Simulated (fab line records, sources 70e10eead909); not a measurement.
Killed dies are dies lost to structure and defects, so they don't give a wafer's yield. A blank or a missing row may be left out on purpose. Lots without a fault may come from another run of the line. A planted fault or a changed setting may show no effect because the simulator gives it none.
Chamber matching | flow nand_harc | NHARC_A_M0_PRE_CLEAN_31 on pecvd-01: 3 sister chambers
The step time 12 s. 3 wafers are shown with their chamber, then 8 later ones without.

WAFERS WITH THEIR CHAMBER
wafer  | chamber | heater_power_w (W)
L085.6 | 0       | 564
L090.4 | 2       | 481
L093.2 | 1       | 704

WAFERS WITHOUT THEIR CHAMBER
wafer  | heater_power_w (W)
L093.3 | 644
L093.6 | 707
L094.1 | 675
L094.4 | 650
L094.6 | 472
L096.1 | 711
L096.2 | 411
L096.4 | 689

WHICH CHAMBER EACH WENT THROUGH
wafer  | from the rows above     | in truth
L093.3 | can't be placed: 1 or 0 | 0
L093.6 | 1                       | 1
L094.1 | 1                       | 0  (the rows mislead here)
L094.4 | can't be placed: 1 or 0 | 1
L094.6 | 2                       | 2
L096.1 | 1                       | 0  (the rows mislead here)
L096.2 | 2                       | 2
L096.4 | 1                       | 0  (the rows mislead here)
Placed correctly: 3 of 8. Can't be placed from these rows: 2 (the true chamber is among the candidates in 2). Placed wrongly: 3.
How it was worked out, from the rows above alone: a wafer's distance from a chamber is the root of the sum, over the readings, of the square of ((its reading less the chamber's mean) divided by the reading's scatter). The wafer belongs to the nearest chamber; if the next one is less than 2 further off, it can't be placed. A chamber's mean is the mean of its shown wafers. The scatter: with one shown wafer a chamber, the root of the mean of the squares of how far each hidden wafer lies from its nearest shown one.
